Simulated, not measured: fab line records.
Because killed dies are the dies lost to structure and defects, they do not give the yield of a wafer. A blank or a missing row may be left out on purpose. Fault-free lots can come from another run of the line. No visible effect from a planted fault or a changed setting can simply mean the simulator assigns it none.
Which tool did it? | flow nand harc | 36 wafers from 12 lots sampled at 5 of the route's 1302 steps

## WHAT EACH GAUGE READ, for each wafer
NHARC_END_SORT_01. Usual: killed at array 53, standard deviation 18; killed at other 0.9, standard deviation 1.3; killed at periphery 4, standard deviation 3.1; killed dies 58, standard deviation 18; killed open 3.4, standard deviation 2; killed short 2.5, standard deviation 1.8.
lot  | measured     | on        | killed at array | killed at other | killed at periphery | killed dies | killed open | killed short | flag
L441 | day 25 00:17 | prober-02 | 58 65 55        | 3 4 2           | 3 0 4               | 64 69 61    | 6 5 2       | 6 8 4        |
L445 | day 25 18:31 | prober-02 | 32 48 53        | 1 0 0           | 1 0 7               | 34 48 60    | 3 0 7       | 3 3 2        |
L443 | day 26 02:10 | prober-01 | 72 54 68        | 1 0 2           | 4 3 3               | 77 57 73    | 7 2 6       | 3 1 3        |
L447 | day 26 12:15 | prober-02 | 25 26 25        | 2 2 0           | 6 2 8               | 33 30 33    | 3 3 3       | 3 0 3        |
L450 | day 28 09:44 | prober-01 | 41 54 71        | 1 3 2           | 5 8 4               | 47 65 77    | 0 4 1       | 4 5 3        |
L453 | day 29 11:12 | prober-02 | 32 32 35        | 0 0 0           | 3 1 3               | 35 33 38    | 2 0 5       | 2 0 2        |
L452 | day 29 17:30 | prober-01 | 42 60 56        | 0 0 0           | 2 2 3               | 44 62 59    | 2 6 7       | 2 3 2        |
L455 | day 30 02:55 | prober-01 | 52 34 29        | 0 1 0           | 7 10 10             | 59 45 39    | 5 4 4       | 5 5 2        |
L462 | day 33 04:16 | prober-02 | 72 64 68        | 4 1 1           | 1 0 1               | 77 65 70    | 4 1 1       | 1 0 0        |
L461 | day 33 04:17 | prober-01 | 71 57 51        | 0 0 0           | 3 5 9               | 74 62 60    | 4 3 2       | 2 5 3        |
L463 | day 33 11:11 | prober-02 | 50 63 68        | 0 0 0           | 2 2 3               | 52 65 71    | 1 5 3       | 1 2 1        |
L464 | day 34 02:04 | prober-01 | 67 56 46        | 1 1 1           | 1 6 4               | 69 63 51    | 2 4 4       | 2 2 2        |

## WHAT TOOL EACH LOT RAN ON (gives the tool, then ch and the chambers of the sampled wafers, and finally the start)
lot  | NHARC_A_SLIT_ETCH_26             | NHARC_A_WL_FILL_STRIP_27             | NHARC_A_WL_FILL_ETCHBACK_17       | NHARC_A_WL_FILL_CMP_12
L441 | har etch-01 ch 0,1, day 20 13:07 | plasma asher-01 ch 0,1, day 20 23:08 | rie metal-01 ch 0,1, day 21 09:39 | cmp-02 ch 1,2, day 21 15:31
L445 | har etch-01 ch 0,1, day 21 06:47 | plasma asher-01 ch 0,1, day 21 17:13 | rie metal-01 ch 0,1, day 22 03:58 | cmp-03 ch 2,3, day 22 09:38
L443 | har etch-02 ch 0,1, day 21 06:51 | plasma asher-02 ch 0,1, day 21 16:53 | rie metal-03 ch 0,1, day 22 06:46 | cmp-03 ch 0,1,3, day 22 12:42
L447 | har etch-02 ch 0,1, day 22 06:24 | plasma asher-02 ch 0,1, day 22 16:22 | rie metal-01 ch 0,1, day 23 04:31 | cmp-01 ch 0,2,3, day 23 10:28
L450 | har etch-02 ch 0,1, day 23 23:47 | plasma asher-01 ch 0,1, day 24 09:28 | rie metal-01 ch 0,1, day 24 20:52 | cmp-02 ch 0,2,3, day 25 02:46
L453 | har etch-02 ch 0,1, day 24 21:02 | plasma asher-02 ch 0,1, day 25 06:48 | rie metal-03 ch 0,1, day 25 17:02 | cmp-02 ch 0,1,2, day 25 21:46
L452 | har etch-02 ch 0, day 25 00:52   | plasma asher-01 ch 0, day 25 11:55   | rie metal-03 ch 0,1, day 25 22:05 | cmp-02 ch 0,1,2, day 26 03:58
L455 | har etch-02 ch 0,1, day 25 13:43 | plasma asher-02 ch 0,1, day 25 22:13 | rie metal-03 ch 0,1, day 26 07:50 | cmp-03 ch 0,2, day 26 13:35
L462 | har etch-01 ch 0,1, day 28 13:29 | plasma asher-01 ch 0,1, day 28 23:14 | rie metal-03 ch 0,1, day 29 09:28 | cmp-03 ch 0,2,3, day 29 15:22
L461 | har etch-02 ch 0,1, day 28 13:29 | plasma asher-01 ch 0,1, day 28 23:22 | rie metal-01 ch 0,1, day 29 09:31 | cmp-01 ch 1,3, day 29 15:23
L463 | har etch-01 ch 0,1, day 29 02:52 | plasma asher-01 ch 0,1, day 29 12:44 | rie metal-03 ch 0,1, day 29 22:56 | cmp-01 ch 0,1,3, day 30 04:48
L464 | har etch-01 ch 0,1, day 29 20:01 | plasma asher-02 ch 0,1, day 30 06:10 | rie metal-03 ch 0,1, day 30 16:23 | cmp-03 ch 0,2,3, day 30 22:18
- NHARC_A_SLIT_ETCH_26: etches the open film in C4F8/O2/Ar, time 90 s, target depth 400 nm.
- NHARC_A_WL_FILL_STRIP_27: strips in N2/H2, time 20 s.
- NHARC_A_WL_FILL_ETCHBACK_17: etches the open film in Cl2/BCl3, target depth 4 nm, time 26.7 s.
- NHARC_A_WL_FILL_CMP_12: polishes, t overpolish 30 s, target thk 100 nm.

## AS READ BY THE TOOLS THEMSELVES (means over the sampled wafers that have a number; for cases with no such wafer, the mark the record gives instead)
NHARC_A_SLIT_ETCH_26. Usual: chamber pressure mTorr 25.002 mTorr, standard deviation 0.023; drypump motor current A 5.8 A, standard deviation 0.54; showerhead plenum p Torr 3.76 Torr, standard deviation 0.17; throttle valve pct 27.619 %, standard deviation 0.0098.
lot  | tool        | chamber pressure mTorr (mTorr) | drypump motor current A (A) | showerhead plenum p Torr (Torr) | throttle valve pct (%) | flag
L441 | har etch-01 | 25.007                         | 6.3                         | 3.64                            | 27.623                 |
L445 | har etch-01 | 24.994                         | 6.1                         | 3.60                            | 27.616                 |
L443 | har etch-02 | 25.034                         | 5.6                         | 3.95                            | 27.624                 |
L447 | har etch-02 | 24.979                         | 5.3                         | 3.94                            | 27.616                 |
L450 | har etch-02 | 25.003                         | 5.6                         | 3.93                            | 27.622                 |
L453 | har etch-02 | 24.993                         | 5.3                         | 3.92                            | 27.608                 |
L452 | har etch-02 | 24.995                         | 5.8                         | 3.92                            | 27.616                 |
L455 | har etch-02 | 25.011                         | 5.5                         | 3.91                            | 27.606                 |
L462 | har etch-01 | 25.003                         | 6.3                         | 3.58                            | 27.611                 |
L461 | har etch-02 | 24.994                         | 5.3                         | 3.89                            | 27.622                 |
L463 | har etch-01 | 24.990                         | 6.3                         | 3.58                            | 27.611                 |
L464 | har etch-01 | 24.998                         | 6.2                         | 3.54                            | 27.604                 |

NHARC_A_WL_FILL_STRIP_27. Usual: drypump motor current A 5.8 A, standard deviation 0.38; heater power w 348 W, standard deviation 45.
lot  | tool            | drypump motor current A (A) | heater power w (W) | flag
L441 | plasma asher-01 | 5.6                         | 393                |
L445 | plasma asher-01 | 5.7                         | 384                |
L443 | plasma asher-02 | 6.0                         | 302                |
L447 | plasma asher-02 | 6.0                         | 300                |
L450 | plasma asher-01 | 5.7                         | 374                |
L453 | plasma asher-02 | 6.2                         | 291                |
L452 | plasma asher-01 | 5.8                         | 362                |
L455 | plasma asher-02 | 6.0                         | 311                |
L462 | plasma asher-01 | 5.7                         | 373                |
L461 | plasma asher-01 | 5.6                         | 382                |
L463 | plasma asher-01 | 5.7                         | 367                |
L464 | plasma asher-02 | 6.2                         | 303                |

NHARC_A_WL_FILL_ETCHBACK_17. Usual: chamber pressure mTorr 10.000 mTorr, standard deviation 0.01; drypump motor current A 5.8 A, standard deviation 0.35; oes product au 1.001 a.u., standard deviation 0.0071.
lot  | tool         | chamber pressure mTorr (mTorr) | drypump motor current A (A) | oes product au (a.u.) | flag
L441 | rie metal-01 | 10.005                         | 5.8                         | 1.001                 |
L445 | rie metal-01 | 9.993                          | 5.8                         | 1.008                 |
L443 | rie metal-03 | 10.008                         | 6.2                         | 0.996                 |
L447 | rie metal-01 | 10.002                         | 5.8                         | 0.998                 |
L450 | rie metal-01 | 9.996                          | 5.8                         | 1.002                 |
L453 | rie metal-03 | 9.995                          | 6.0                         | 1.002                 |
L452 | rie metal-03 | 9.990                          | 6.2                         | 1.205                 | OFF
L455 | rie metal-03 | 9.990                          | 6.2                         | 1.074                 | OFF
L462 | rie metal-03 | 10.002                         | 6.0                         | 1.005                 |
L461 | rie metal-01 | 10.002                         | 5.8                         | 1.005                 |
L463 | rie metal-03 | 10.014                         | 6.0                         | 1.003                 |
L464 | rie metal-03 | 10.005                         | 6.2                         | 1.001                 |

NHARC_A_WL_FILL_CMP_12. Usual: motor current A 12.2 A, standard deviation 1.3; overpolish run s 29.999 s, standard deviation 0.0091; slurry flow ml min 150.0, standard deviation 0.45; time to endpoint s 19.8 s, standard deviation 2.2.
lot  | tool   | motor current A (A) | overpolish run s (s) | slurry flow ml min | time to endpoint s (s) | flag
L441 | cmp-02 | 12.3                | 30.008               | 150.1              | 19.8                   |
L445 | cmp-03 | 12.1                | 30.002               | 149.8              | 17.3                   |
L443 | cmp-03 | 11.3                | 29.997               | 150.5              | 18.3                   |
L447 | cmp-01 | 12.6                | 29.999               | 150.3              | 22.1                   |
L450 | cmp-02 | 11.7                | 29.996               | 150.0              | 18.3                   |
L453 | cmp-02 | 11.5                | 30.000               | 149.7              | 18.1                   |
L452 | cmp-02 | 11.5                | 29.985               | 149.7              | 17.4                   |
L455 | cmp-03 | 12.5                | 30.001               | 150.5              | 20.1                   |
L462 | cmp-03 | 11.9                | 29.995               | 150.0              | 21.6                   |
L461 | cmp-01 | 14.2                | 29.997               | 149.9              | 23.6                   |
L463 | cmp-01 | 12.8                | 29.987               | 149.6              | 20.2                   |
L464 | cmp-03 | 11.9                | 30.002               | 150.3              | 20.1                   |

## THE ANSWER, worked out from the rows above alone
Rule: take the mean of a lot's wafers that have a number; if it is more than 3 standard deviations from the usual mean, the lot is off. Also off: a lot with no number at a reading for which 4 or more lots have one. Any other lot the step has rows for is counted as sound. First the gauges in route order, then the tools' own readings, where a lot's mean is used as printed above. The first step at which some lot is off is used, and at that step the reading that is off furthest; a lot without a number counts as furthest.
Off: L452, L455 (NHARC_A_WL_FILL_ETCHBACK_17, oes product au).
If a tool, at that step or one of the process steps before it, ran each lot that is off and ran no sound lot following the first of them, it fits. Of those tried, none fits.

## WHAT HAD BEEN PUT IN BY THE SIMULATOR
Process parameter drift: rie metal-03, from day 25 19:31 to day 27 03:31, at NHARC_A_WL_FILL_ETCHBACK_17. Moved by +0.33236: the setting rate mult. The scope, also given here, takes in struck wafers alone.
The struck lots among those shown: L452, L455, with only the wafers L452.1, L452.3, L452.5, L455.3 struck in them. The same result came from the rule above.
